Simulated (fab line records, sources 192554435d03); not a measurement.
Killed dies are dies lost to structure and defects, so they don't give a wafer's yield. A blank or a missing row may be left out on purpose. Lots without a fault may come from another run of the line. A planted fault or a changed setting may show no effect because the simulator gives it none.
Which tool did it? | flow n5_finfet | 24 lots, 72 wafers sampled, at 2 steps of a route of 1938

WHAT THE GAUGES READ, wafer by wafer
N5_BEOL_M3_THK_MEAS_01. Usual: M3_ILD_THK 79.4 nm, standard deviation 1.1.
lot  | measured     | on            | M3_ILD_THK (nm) | flag
L074 | day 7 04:27  | film_metro-02 | 77.6 79.2 80.2  |
L075 | day 7 06:02  | film_metro-02 | 80.0 77.9 79.1  |
L076 | day 8 05:37  | film_metro-02 | 76.9 76.9 78.5  |
L078 | day 8 07:29  | film_metro-02 | 79.3 78.6 80.4  |
L081 | day 8 13:58  | film_metro-01 | 78.1 78.9 78.6  |
L077 | day 8 14:20  | film_metro-02 | 80.3 82.1 80.2  |
L079 | day 8 14:59  | film_metro-02 | 79.9 80.7 80.1  |
L080 | day 8 16:15  | film_metro-02 | 79.2 80.4 80.9  |
L082 | day 8 17:44  | film_metro-01 | 80.2 79.8 80.5  |
L083 | day 9 05:09  | film_metro-01 | 79.2 81.3 81.1  |
L084 | day 9 11:38  | film_metro-01 | 80.2 79.9 80.7  |
L085 | day 10 04:55 | film_metro-02 | 77.8 77.9 79.5  |
L086 | day 10 09:34 | film_metro-01 | 76.8 78.8 77.0  |
L087 | day 10 09:44 | film_metro-02 | 79.8 80.0 80.8  |
L088 | day 11 00:14 | film_metro-01 | 79.7 80.9 79.3  |
L091 | day 11 10:02 | film_metro-02 | 79.9 77.8 81.7  |
L089 | day 11 10:17 | film_metro-02 | 79.3 80.3 80.2  |
L090 | day 11 15:08 | film_metro-01 | 78.0 78.0 80.6  |
L093 | day 11 22:15 | film_metro-01 | 79.1 80.0 81.4  |
L092 | day 12 03:34 | film_metro-01 | 78.8 78.9 80.0  |
L094 | day 12 05:28 | film_metro-01 | 78.4 78.6 80.9  |
L095 | day 12 08:10 | film_metro-01 | 78.1 80.9 79.5  |
L096 | day 12 21:14 | film_metro-02 | 79.2 78.9 77.3  |
L097 | day 12 21:42 | film_metro-01 | 79.0 78.9 80.1  |

WHICH TOOL RAN EACH LOT (tool, then ch and the chambers of the sampled wafers, then the start)
lot  | N5_BEOL_M2_DEP_57
L074 | pecvd-01 ch 0,1, day 7 04:16
L075 | pecvd-01 ch 1,2, day 7 05:50
L076 | pecvd-01 ch 0,1,2, day 8 05:25
L078 | pecvd-03 ch 0,1,2, day 8 07:17
L081 | pecvd-02 ch 0,2, day 8 13:46
L077 | pecvd-03 ch 0,1, day 8 14:08
L079 | pecvd-03 ch 1,2, day 8 14:48
L080 | pecvd-03 ch 1,2, day 8 16:03
L082 | pecvd-01 ch 0,1,2, day 8 17:31
L083 | pecvd-02 ch 0,1, day 9 04:58
L084 | pecvd-02 ch 0,1, day 9 11:26
L085 | pecvd-02 ch 0,2, day 10 04:43
L086 | pecvd-02 ch 0,1,2, day 10 09:20
L087 | pecvd-02 ch 0,1,2, day 10 09:32
L088 | pecvd-02 ch 1,2, day 11 00:01
L091 | pecvd-03 ch 0,1,2, day 11 09:50
L089 | pecvd-02 ch 2, day 11 10:04
L090 | pecvd-02 ch 1,2, day 11 14:56
L093 | pecvd-03 ch 0,2, day 11 22:03
L092 | pecvd-01 ch 0,2, day 12 03:22
L094 | pecvd-01 ch 1,2, day 12 05:15
L095 | pecvd-03 ch 1,2, day 12 07:58
L096 | pecvd-02 ch 0,1,2, day 12 21:02
L097 | pecvd-01 ch 0,1, day 12 21:30
- N5_BEOL_M2_DEP_57: deposits SiCN from 3MS/NH3, target thk 8 nm, time 14 s.

WHAT THE TOOLS THEMSELVES READ (means of the sampled wafers that have a number; where no wafer has one, the mark that the record gives instead)
N5_BEOL_M2_DEP_57. Usual: showerhead_plenum_p_Torr 3.670 Torr, standard deviation 0.013; throttle_valve_pct 9.0 %, standard deviation 0.37.
lot  | tool     | showerhead_plenum_p_Torr (Torr) | throttle_valve_pct (%) | flag
L074 | pecvd-01 | 3.662                           | 9.0                    |
L075 | pecvd-01 | 3.662                           | 9.0                    |
L076 | pecvd-01 | 3.662                           | 9.0                    |
L078 | pecvd-03 | 3.678                           | 9.2                    |
L081 | pecvd-02 | 3.664                           | 9.2                    |
L077 | pecvd-03 | 3.683                           | 8.9                    |
L079 | pecvd-03 | 3.668                           | 9.5                    |
L080 | pecvd-03 | 3.673                           | 9.3                    |
L082 | pecvd-01 | 3.668                           | 8.9                    |
L083 | pecvd-02 | 3.668                           | 9.2                    |
L084 | pecvd-02 | 3.678                           | 9.1                    |
L085 | pecvd-02 | 3.659                           | 8.9                    |
L086 | pecvd-02 | 3.667                           | 9.0                    |
L087 | pecvd-02 | 3.662                           | 9.0                    |
L088 | pecvd-02 | 3.666                           | 9.0                    |
L091 | pecvd-03 | 3.680                           | 8.8                    |
L089 | pecvd-02 | 3.658                           | 8.8                    |
L090 | pecvd-02 | 3.659                           | 8.9                    |
L093 | pecvd-03 | 3.683                           | 8.4                    |
L092 | pecvd-01 | 3.667                           | 9.0                    |
L094 | pecvd-01 | 3.665                           | 9.0                    |
L095 | pecvd-03 | 3.664                           | 9.5                    |
L096 | pecvd-02 | 3.671                           | 8.9                    |
L097 | pecvd-01 | 3.659                           | 9.1                    |

THE ANSWER, worked out from the rows above alone
Rule: a lot is off if the mean of its wafers that have a number lies more than 3 standard deviations from the usual mean. A lot without any number at a reading at which 4 lots or more have one is off too. The other lots that the step has rows for count as sound. The gauges are gone through in route order, then the tools' own readings, and for those a lot's mean is taken as printed above. The first step at which some lot is off is used, and at that step the reading that is off furthest; a lot without a number counts as furthest.
No lot is off at any reading shown: from this, nothing can be told.

WHAT THE SIMULATOR HAD PUT IN
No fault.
